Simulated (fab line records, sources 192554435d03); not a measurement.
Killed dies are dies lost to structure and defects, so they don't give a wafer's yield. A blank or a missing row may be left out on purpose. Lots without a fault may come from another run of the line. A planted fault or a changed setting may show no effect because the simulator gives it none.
Chamber matching | flow n5_finfet | N5_HKMG_FIN_CVD_62 on thermal_cvd_si-01: 3 sister chambers
The step deposits a-Si from Si2H6, target thk 3 nm, time 20.8 s. 3 wafers are shown with their chamber, then 12 later ones without.

WAFERS WITH THEIR CHAMBER
wafer  | chamber | heater_power_w (W)
L086.2 | 0       | 1365
L088.5 | 2       | 1327
L088.6 | 1       | 1353

WAFERS WITHOUT THEIR CHAMBER
wafer  | heater_power_w (W)
L090.1 | 1331
L090.2 | 1306
L090.6 | 1339
L092.1 | 1344
L092.2 | 1396
L092.4 | 1361
L095.2 | 1333
L095.4 | 1361
L095.5 | 1297
L096.1 | 1368
L096.4 | 1369
L096.5 | 1353

WHICH CHAMBER EACH WENT THROUGH
wafer  | from the rows above          | in truth
L090.1 | can't be placed: 2 or 1      | 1
L090.2 | can't be placed: 2 or 1      | 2
L090.6 | can't be placed: 2 or 1 or 0 | 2
L092.1 | can't be placed: 1 or 2 or 0 | 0
L092.2 | can't be placed: 0 or 1      | 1
L092.4 | can't be placed: 0 or 1      | 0
L095.2 | can't be placed: 2 or 1 or 0 | 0
L095.4 | can't be placed: 0 or 1      | 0
L095.5 | can't be placed: 2 or 1      | 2
L096.1 | can't be placed: 0 or 1      | 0
L096.4 | can't be placed: 0 or 1      | 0
L096.5 | can't be placed: 1 or 0 or 2 | 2
Placed correctly: 0 of 12. Can't be placed from these rows: 12 (the true chamber is among the candidates in 12). Placed wrongly: 0.
How it was worked out, from the rows above alone: a wafer's distance from a chamber is the root of the sum, over the readings, of the square of ((its reading less the chamber's mean) divided by the reading's scatter). The wafer belongs to the nearest chamber; if the next one is less than 2 further off, it can't be placed. A chamber's mean is the mean of its shown wafers. The scatter: with one shown wafer a chamber, the root of the mean of the squares of how far each hidden wafer lies from its nearest shown one.
